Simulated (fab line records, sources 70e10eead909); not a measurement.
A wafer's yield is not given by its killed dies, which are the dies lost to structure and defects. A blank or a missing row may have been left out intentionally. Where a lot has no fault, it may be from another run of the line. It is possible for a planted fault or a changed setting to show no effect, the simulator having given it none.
Which tool did it? + flow nand-harc + 36 wafers from 12 lots sampled at 3 of the route's 1302 steps

WHAT THE GAUGES SHOWED, per wafer
NHARC_P_CONTACT_OVL_MEAS_13.
| lot  | measured     | on         | overlay-x-nm (nm) |
|------|--------------|------------|-------------------|
| L076 | day 6 12:51  | overlay-02 | 0.8 0.6 0.5       |
| L078 | day 7 13:59  | overlay-01 | -0.7 -1.3 -0.9    |
| L079 | day 8 07:25  | overlay-01 | -1.1 -0.3 -1.6    |
| L081 | day 8 21:12  | overlay-02 | 0.2 -0.1 -0.4     |
| L083 | day 9 10:49  | overlay-02 | -1.1 -1.4 -0.6    |
| L085 | day 10 11:12 | overlay-01 | -0.7 -0.6 0.3     |
| L087 | day 11 11:20 | overlay-02 | 0.9 2.1 1.2       |
| L089 | day 12 04:29 | overlay-02 | 0.5 -0.4 0.0      |
| L091 | day 12 21:58 | overlay-02 | 0.8 0.0 0.0       |
| L093 | day 13 21:42 | overlay-01 | -0.2 0.2 -0.7     |
| L095 | day 14 11:10 | overlay-01 | 0.9 0.5 0.6       |
| L097 | day 15 14:56 | overlay-01 | 1.4 1.2 1.1       |

WHICH TOOL RAN EACH LOT (tool, then ch and the chambers of the sampled wafers, then the start)
| lot  | NHARC_P_GATE_STRIP_111               | NHARC_P_CONTACT_CMP_01        |
|------|--------------------------------------|-------------------------------|
| L076 | plasma-asher-02 ch 0,1, day 6 05:22  | cmp-03 ch 1,2,3, day 6 12:04  |
| L078 | plasma-asher-02 ch 0,1, day 7 06:03  | cmp-02 ch 1,3, day 7 13:05    |
| L079 | plasma-asher-02 ch 0,1, day 7 23:50  | cmp-03 ch 1,2,3, day 8 06:32  |
| L081 | plasma-asher-01 ch 0,1, day 8 13:07  | cmp-04 ch 0,1,2, day 8 20:19  |
| L083 | plasma-asher-02 ch 1, day 9 03:05    | cmp-04 ch 1,3, day 9 09:54    |
| L085 | plasma-asher-01 ch 1, day 10 03:46   | cmp-03 ch 1,2, day 10 10:17   |
| L087 | plasma-asher-02 ch 0,1, day 11 04:02 | cmp-03 ch 1,2,3, day 11 10:32 |
| L089 | plasma-asher-01 ch 1, day 11 20:46   | cmp-03 ch 1,2,3, day 12 03:42 |
| L091 | plasma-asher-02 ch 0,1, day 12 14:19 | cmp-04 ch 1,2, day 12 21:10   |
| L093 | plasma-asher-02 ch 0,1, day 13 14:11 | cmp-03 ch 0,2,3, day 13 20:49 |
| L095 | plasma-asher-01 ch 0,1, day 14 03:41 | cmp-03 ch 0,1, day 14 10:22   |
| L097 | plasma-asher-02 ch 0,1, day 15 07:05 | cmp-02 ch 2,3, day 15 14:02   |
- NHARC_P_GATE_STRIP_111: strips in N2/H2, time 250 s.
- NHARC_P_CONTACT_CMP_01: polishes SiO2, target thk 200 nm.

THE ANSWER, worked out from the rows above alone
Rule: the lots themselves supply what counts as usual. The widest of any qualifying gaps counts: lots, ordered by their means at a reading, are off when they make up no more than a third of the lots, leave a main group of 4 or more, and stand apart from it by 3 or more times the standard deviation of that group's means. The tables above print the reading to a certain number of digits; a main group whose means all agree to those digits is not used. Also off: a lot with no number at a reading for which 4 or more lots have one. Where the step has rows for the other lots, those lots are counted as sound.
No lot is off at any reading shown: from this, nothing can be told.

WHAT THE SIMULATOR HAD PUT IN
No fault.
